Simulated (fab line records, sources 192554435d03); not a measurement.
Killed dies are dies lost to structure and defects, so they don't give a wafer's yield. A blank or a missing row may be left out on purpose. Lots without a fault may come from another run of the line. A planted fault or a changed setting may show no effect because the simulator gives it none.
fab line records | flow n5_finfet
record lots=5 wafers=14 last_day=17
route steps=1938 shown WELL_APT@36 PMOS_HMC_CHANNEL_EPI@57 BEOL_M4@1111 PASSIVATION@1936
lots that met no fault: from a run of the same line without faults
start_h: hours from the record's first day to the start of the lot's first wafer shown | wait_h: hours since the lot's step before | " the same as in the row above | L1.1+2: a row that stands for several wafers | - no value, or no start given | * or withheld: withheld | < > ~ a bound
route shown NAME@n: a module of which the file shows steps, and the number in the route of the first | usual: mean/standard deviation of fault-free wafers | same: alike in all rows | chamber/n: place in a boat | sites: the reading at each site | _std_site: their standard deviation | _edge_site: outer sites' mean less inner sites' | radius_mm: how far each site lies from the wafer's centre | mask NAME#n: copy n | behind: the tool/chamber that last shaped the wafer | hold: why the lot was held/for how many hours/how that ended | device: the transistor (n, p or np) that didn't switch | end of line: the same wafers' tests at the end of the route | a step without rows: its recipe alone | killed: dies lost to structure and defects at the first sort, not the wafer's yield | map: a wafer's dies, x killed, . not, _ none there
set.NAME: the setting as run; set.NAME@STEP: as run at that earlier step | model.NAME: the simulator's own value behind a step, which no gauge read
lots at some steps of the route; a table a step, a row a wafer
services: from which hour (start_h, from the record's first day; less than 0 if before it) a tool's chamber was out of use, for how many hours, and why
## steps
# step N5_WELL_APT_COAT_19
# recipe spin_rpm=1357 resist_thk_nm=950
# step N5_WELL_APT_EBR_21
# recipe solvent=PGMEA ebr_width_mm=1.5
# step N5_WELL_APT_SOFTBAKE_20
# recipe temp_c=130 time_s=60
# step N5_WELL_APT_EXPOSE_22
# recipe mask_id=PWELL na=0.8 source_shape=conventional sigma_outer=0.8 polarization=unpolarized defocus_nm=0 target_cd_nm=200 dose_mj=23.2
# step N5_WELL_APT_PEB_23
# recipe peb_temp_c=130 peb_time_s=90
# step N5_WELL_APT_DEVELOP_24
# recipe develop_time_s=45 rinse_liquid=surfactant_rinse dry=air_spin dev_temp_c=21
# step N5_WELL_APT_HARDBAKE_29
# recipe temp_c=130 time_s=120
# step N5_WELL_APT_DESCUM_30
# recipe chemistry=O2 time_s=7.9 source_power_w=50 bias_power_w=20 pressure_mtorr=20 rf_frequency_hz=2.712e+07 temp_c=40 o2_flow_sccm=225
# step N5_WELL_APT_IMPLANT_31
# recipe species=B energy_kev=60 dose_cm2=1.5e+13 tilt_deg=0 rotation_deg=0
# step N5_WELL_APT_IMPLANT_32
# recipe species=BF2 energy_kev=50 dose_cm2=2e+13 tilt_deg=0 rotation_deg=0
# usual dose_ions_cm2=1.9997e+13/2.1e+10 end_station_pressure_torr=5.22e-06/3e-07 faraday_current_uA=254/5.3
# columns lot.wafer tool chamber start_h wait_h dose_ions_cm2 end_station_pressure_torr faraday_current_uA
L423.1 implanter-02 0 51.34 0.1 1.9981e+13 5.17e-06 251
L423.5 " 0 " " 2.0009e+13 5.69e-06 244
L430.1 implanter-02 0 93.91 0.1 1.3966e+13 5.23e-06 183
L430.2 " 0 " " 1.395e+13 4.97e-06 179
L430.4 " 0 " " 1.3979e+13 4.7e-06 177
L432.1 implanter-02 0 106.83 0.1 1.394e+13 4.88e-06 177
L432.2 " 0 " " 1.3956e+13 5.05e-06 176
L432.4 " 0 " " 1.3965e+13 5.27e-06 171
L433.2 implanter-02 0 115.64 0.1 1.3949e+13 4.9e-06 178
L433.3 " 0 " " 1.3956e+13 4.85e-06 176
L433.5 " 0 " " 1.3936e+13 5.11e-06 175
L435.1 implanter-01 0 123.85 0.1 1.9998e+13 4.95e-06 253
L435.3 " 0 " " 1.9977e+13 5.07e-06 254
L435.6 " 0 " " 2.0003e+13 5.07e-06 251
# step N5_WELL_APT_STRIP_33
# recipe chemistry=SPM time_s=900 temp_c=130 h2so4_h2o2_vol_ratio=4 dry=ipa_marangoni
# step N5_WELL_APT_RTA_34
# recipe temp_c=1000 time_s=10 ambient=N2 idle_temp_c=600 ramp_up_c_per_s=150 ramp_down_c_per_s=60 cool_to_c=600
# step N5_WELL_APT_OXIDE_STRIP_42
# recipe chemistry=dHF dilution=25:1 time_s=45 temp_c=25 target=SiO2 target_depth_a=120
# step N5_WELL_APT_PRECLEAN_36
# recipe chemistry=O3/DIW time_s=45 temp_c=22 o3_ppm=10
# step N5_WELL_APT_PRECLEAN_39
# recipe chemistry=dHF time_s=60 dilution=150:1 temp_c=25
# step N5_WELL_APT_SRD_37
# recipe dry=ipa_marangoni do_ppb=5 time_s=30 temp_c=23 rinse_liquid=diw
# step N5_WELL_APT_EPI_41
# recipe material=Si target_thk_a=500 temp_c=650 precursor=SiH4/H2 pressure_torr=20 time_s=297.7
# step N5_PMOS_HMC_CHANNEL_EPI_HM_DEP_34
# recipe material=SiO2 target_thk_a=360 temp_c=400 precursor=TEOS/O2 pressure_torr=6.5 rf_w=900 teos_flow_sccm=161.4 gas=O2 flow_sccm=2650 time_s=6.9
# step N5_PMOS_HMC_CHANNEL_EPI_COAT_31
# recipe resist=BARC temp_c=205 time_s=60 spin_rpm=1500 resist_thk_nm=66
# step N5_PMOS_HMC_CHANNEL_EPI_COAT_03
# recipe resist=CAR-ArF-block spin_rpm=1500 resist_thk_nm=205
# step N5_PMOS_HMC_CHANNEL_EPI_EBR_05
# recipe solvent=PGMEA ebr_width_mm=1.5
# step N5_PMOS_HMC_CHANNEL_EPI_SOFTBAKE_04
# recipe temp_c=110 time_s=60 resist=CAR-ArF-block
# step N5_PMOS_HMC_CHANNEL_EPI_EXPOSE_06
# recipe mask_id=PMOS_HMC_BLK na=1.35 source_shape=conventional sigma_outer=0.8 polarization=unpolarized target_cd_nm=240 dose_mj=41
# step N5_PMOS_HMC_CHANNEL_EPI_PEB_07
# recipe peb_temp_c=110 peb_time_s=60 resist=CAR-ArF-block
# step N5_PMOS_HMC_CHANNEL_EPI_DEVELOP_08
# recipe develop_time_s=30 developer=TMAH resist=CAR-ArF-block dev_temp_c=23 rinse_liquid=diw dry=air_spin
# step N5_PMOS_HMC_CHANNEL_EPI_DESCUM_14
# recipe chemistry=O2 time_s=7.9 source_power_w=50 bias_power_w=20 pressure_mtorr=20 rf_frequency_hz=2.712e+07 temp_c=40 resist=CAR-ArF-block o2_flow_sccm=225
# step N5_PMOS_HMC_CHANNEL_EPI_ETCH_32
# recipe chemistry=N2/H2 target=BARC stop_on=SiO2 target_depth_a=858 over_etch_frac=0.3 time_s=50.3 ion_energy_ev=200 mask_material=CAR-ArF-block pressure_mtorr=30 source_w=840 bias_w=150 n2_flow_sccm=200 h2_flow_sccm=200
# step N5_PMOS_HMC_CHANNEL_EPI_HM_OPEN_15
# recipe chemistry=CHF3/O2 target=SiO2 mask_material=CAR-ArF-block target_depth_a=406 CHF3_flow_sccm=50 O2_flow_sccm=5 Ar_flow_sccm=200 time_s=20.3 pressure_mtorr=30 source_w=650 bias_w=170 ion_energy_ev=200
# step N5_PMOS_HMC_CHANNEL_EPI_STRIP_33
# recipe chemistry=N2/H2 power_w=500 temp_c=40 pressure_mtorr=50 rf_frequency_hz=6e+07 overash_fraction=0.3 bias_power_w=8 h2_frac=0.5 n2_flow_sccm=300 h2_flow_sccm=300
# step N5_PMOS_HMC_CHANNEL_EPI_STRIP_17
# recipe chemistry=SPM time_s=750 temp_c=130 h2so4_h2o2_vol_ratio=4 dry=ipa_marangoni
# step N5_PMOS_HMC_CHANNEL_EPI_ETCH_38
# recipe chemistry=CF4 target=SiO2 target_depth_a=15 ion_energy_ev=350 pressure_mtorr=10 icp_w=800 bias_w=400 cf4_flow_sccm=80
# step N5_PMOS_HMC_CHANNEL_EPI_FIN_RECESS_16
# recipe chemistry=HBr/Cl2 target=Si mask_material=SiO2 target_depth_a=540 time_s=18 pressure_mtorr=10 icp_w=800 bias_w=75 HBr_flow_sccm=150 Cl2_flow_sccm=80
# step N5_PMOS_HMC_CHANNEL_EPI_PRECLEAN_36
# recipe chemistry=O3/DIW time_s=45 temp_c=22 o3_ppm=10
# step N5_PMOS_HMC_CHANNEL_EPI_PRECLEAN_18
# recipe chemistry=DHF time_s=30 temp_c=25 dilution=withheld
# step N5_PMOS_HMC_CHANNEL_EPI_SRD_19
# recipe dry=ipa_marangoni do_ppb=5 time_s=30 temp_c=23 rinse_liquid=diw
# step N5_BEOL_M4_RC_MEAS_101
# usual CJ_N=4.34/0.12 DIBL_N=36.2/2.4 DIBL_P=36.2/2.6 IOFF_N=0.16/0.045 IOFF_P=0.21/0.046 ION_N=674/17 ION_P=463/11 SS_N=71.5/0.77 SS_P=73.1/0.76 VT_N=250/3.9 VT_P=-250/3.9
# columns lot.wafer tool chamber start_h wait_h CJ_N DIBL_N[mV/V] DIBL_P[mV/V] IOFF_N[nA/um] IOFF_P[nA/um] ION_N[uA/um] ION_P[uA/um] SS_N[mV/dec] SS_P[mV/dec] VT_N[mV] VT_P[mV]
L423.1 prober-02 0 238.57 0.0 4.47 34.8 33.0 0.12 0.14 654 442 71.3 71.8 258 -256
L423.5 " 0 " " 4.34 38.3 39.3 0.19 0.22 676 456 72.2 74.0 248 -253
L430.1 prober-01 0 251.46 0.0 3.69 36.7 35.5 0.20 0.24 699 482 71.9 73.2 244 -246
L430.2 " 0 " " 3.50 34.7 33.3 0.13 0.19 676 472 71.3 72.9 253 -251
L430.4 " 0 " " 3.47 37.6 38.0 0.20 0.28 708 487 71.2 73.7 247 -243
L432.1 prober-01 0 257.21 0.0 3.68 36.2 37.3 0.17 0.20 689 468 71.8 73.6 248 -251
L432.2 " 0 " " 3.63 36.8 37.7 0.19 0.22 677 458 72.2 73.1 247 -251
L432.4 " 0 " " 3.64 34.1 34.3 0.13 0.16 657 454 71.4 73.0 254 -255
L433.2 prober-02 0 259.34 0.2 3.69 38.4 35.4 0.17 0.22 668 458 72.1 73.5 250 -249
L433.3 " 0 " " 3.67 38.0 33.9 0.18 0.20 639 439 73.1 73.2 253 -251
L433.5 " 0 " " 3.63 38.8 36.2 0.19 0.24 669 454 72.3 73.7 250 -246
L435.1 prober-02 0 279.48 0.0 4.51 35.4 34.5 0.15 0.18 678 461 71.1 72.8 250 -248
L435.3 " 0 " " 4.39 34.2 32.9 0.12 0.16 658 452 71.2 73.1 251 -252
L435.6 " 0 " " 4.19 34.7 34.9 0.14 0.19 673 457 71.0 72.6 251 -250
# step N5_PASSIVATION_PROBE_49
# usual defect_limited_yield=91.2/1.4 killed_at_M0_to_M3=33/9.5 killed_at_M4_up=13/4.7 killed_at_contacts=11/5.3 killed_at_front_end=42/12 killed_at_other=5/3.3 killed_dies=104/17 killed_open=67/12 killed_short=33/7.7 sort_bin_5_function=5.1/0.94 sort_bin_6_memory=3.3/0.67 sort_bin_8_speed=0.1/1.3 sort_n_pass=1074/24 sort_yield_pct=91.1/2
# same gross_dies=1180 killed_at_back_side=0 sort_bin_4_leakage[%]=0
# columns lot.wafer tool chamber start_h wait_h defect_limited_yield[%] killed_at_M0_to_M3 killed_at_M4_up killed_at_contacts killed_at_front_end killed_at_other killed_dies killed_open killed_short sort_bin_5_function[%] sort_bin_6_memory[%] sort_bin_8_speed[%] sort_n_pass sort_yield_pct[%]
L430.1 prober-01 - 379.38 1.3 92.8 26 15 7 30 7 85 58 26 4.2 2.9 0 1095 92.8
L430.2 prober-01 - 379.43 1.4 91.8 30 15 11 31 10 97 63 30 4.6 3.3 0 1083 91.8
L430.4 prober-01 - 379.53 1.5 88.1 29 21 9 65 17 141 86 48 6.4 4.3 0 1039 88.1
L432.1 prober-02 - 388.04 0.0 92.5 22 15 5 44 2 88 56 25 4.0 2.6 0 1092 92.5
L432.2 prober-02 - 388.09 0.1 92.4 36 10 3 33 8 90 57 31 4.3 3.1 0 1090 92.4
L432.4 prober-02 - 388.19 0.2 91.2 19 16 9 40 20 104 59 42 4.5 3.7 0 1076 91.2
L433.2 prober-02 - 391.85 0.1 90.1 35 5 4 69 4 117 77 29 5.3 3.6 0 1063 90.1
L433.3 prober-02 - 391.90 0.1 91.8 33 8 2 52 2 97 69 27 4.6 2.9 0.3 1080 91.5
L433.5 prober-02 - 392.00 0.2 88.6 38 8 4 82 3 135 71 52 6.5 3.6 0 1045 88.6
# killed by level:class
L430.1 FIN_SAQP:geometric_particle:open=9 BEOL_M4:geometric_particle:open=9 STI_FIN_REVEAL:geometric_particle:open=8 BEOL_M0_SAQP:geometric_particle:short=8 BEOL_M2:geometric_particle:open=7 MOL_CONTACT_COAG:geometric_particle:open=6 FIN_SAQP:geometric_particle:short=4 DUMMY_GATE:geometric_particle:open=3
L430.2 FIN_SAQP:geometric_particle:open=10 MOL_CONTACT_COAG:geometric_particle:open=10 FIN_SAQP:geometric_particle:short=7 BEOL_M0_SAQP:geometric_particle:short=6 BEOL_M1:geometric_particle:open=6 BEOL_M5:geometric_particle:open=5 BEOL_M0_SAQP:geometric_particle:open=4 BEOL_M0:geometric_particle:open=4
L430.4 FIN_SAQP:geometric_particle:open=17 BEOL_M3:geometric_particle:open=13 FIN_SAQP:geometric_particle:short=8 STI_FIN_REVEAL:geometric_particle:open=8 MOL_CONTACT_COAG:geometric_particle:open=8 HKMG_FIN:area_etch=6 BEOL_M5:geometric_particle:open=5 BEOL_M4:geometric_particle:open=5
L432.1 BEOL_M4:geometric_particle:open=9 HKMG_FIN:area_etch=7 STI_FIN_REVEAL:geometric_particle:open=6 BEOL_M0_SAQP:geometric_particle:short=6 BEOL_M3:geometric_particle:open=6 STARTING-WAFER:geometric_particle:open=5 DUMMY_GATE:geometric_particle:open=5 MOL_CONTACT_COAG:geometric_particle:open=5
L432.2 BEOL_M2:geometric_particle:open=11 BEOL_M1:geometric_particle:open=7 GATE_CUT:geometric_particle:short=6 BEOL_M0_SAQP:geometric_particle:short=6 BEOL_M4:geometric_particle:open=5 STARTING-WAFER:geometric_particle:open=5 FIN_SAQP:geometric_particle:open=4 BEOL_M0_SAQP:geometric_particle:open=4
L432.4 FIN_SAQP:geometric_particle:open=11 PASS1_CAP:geometric_particle:open=9 GATE_CUT:geometric_particle:short=8 MOL_CONTACT_COAG:geometric_particle:open=6 FIN_SAQP:geometric_particle:short=5 STI_FIN_REVEAL:geometric_particle:open=5 BEOL_M4:geometric_particle:open=4 BEOL_M1:geometric_particle:open=4
L433.2 FIN_SAQP:geometric_particle:open=18 STI_FIN_REVEAL:geometric_particle:open=11 BEOL_M0_SAQP:geometric_particle:short=11 HKMG_FIN:area_etch=11 BEOL_M0_SAQP:geometric_particle:open=9 FIN_SAQP:geometric_particle:short=7 BEOL_M2:geometric_particle:open=7 ILD0:geometric_particle:open=6
L433.3 FIN_SAQP:geometric_particle:open=14 STI_FIN_REVEAL:geometric_particle:open=13 BEOL_M3:geometric_particle:open=10 FIN_SAQP:geometric_particle:short=6 BEOL_M2:geometric_particle:open=6 BEOL_M1:geometric_particle:open=5 STI_FIN_REVEAL:geometric_particle:short=4 BEOL_M0_SAQP:geometric_particle:open=4
L433.5 FIN_SAQP:geometric_particle:open=20 FIN_SAQP:geometric_particle:short=12 STI_FIN_REVEAL:geometric_particle:open=10 HKMG_FIN:area_etch=10 BEOL_M0_SAQP:geometric_particle:short=9 GATE_CUT:geometric_particle:open=6 BEOL_M2:geometric_particle:open=6 BEOL_M1:geometric_particle:short=6
## services
# columns tool chamber start_h hours kind
implanter-02 - 66.68 1.0 repair
implanter-01 - 84.94 5.9 repair
implanter-02 - 104.80 1.2 repair
implanter-02 - 120.73 2.4 repair
## key
first_sign step=N5_WELL_APT_IMPLANT_32 reading=dose_ions_cm2 direction=down sigmas=99+ usual=1.9997e+13 struck=1.3955e+13
effect step=N5_WELL_APT_IMPLANT_32 reading=faraday_current_uA direction=down sigmas=15 usual=254 struck=177
effect step=N5_BEOL_M4_RC_MEAS_101 reading=CJ_N direction=down sigmas=5.9 usual=4.34 struck=3.62
met_at N5_WELL_APT_IMPLANT_32
struck_wafers L430.1,L430.2,L430.4,L432.1,L432.2,L432.4,L433.2,L433.3,L433.5
baseline_loss step=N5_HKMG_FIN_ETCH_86 wafers=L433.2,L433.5
onset_between 51.34 93.91
fault kind=process_parameter_drift tool=implanter-02 chamber=- onset_h=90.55 steps=N5_WELL_APT_IMPLANT_32 channel=dose_cm2 offset=-6.049e+12 shape=step end_h=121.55 acts_in=these_recipes_only stated=2e+13
# baseline_loss: these wafers lose ten dies or more at that step, a loss of the line's own and not of a fault; the sort's usual values leave them out
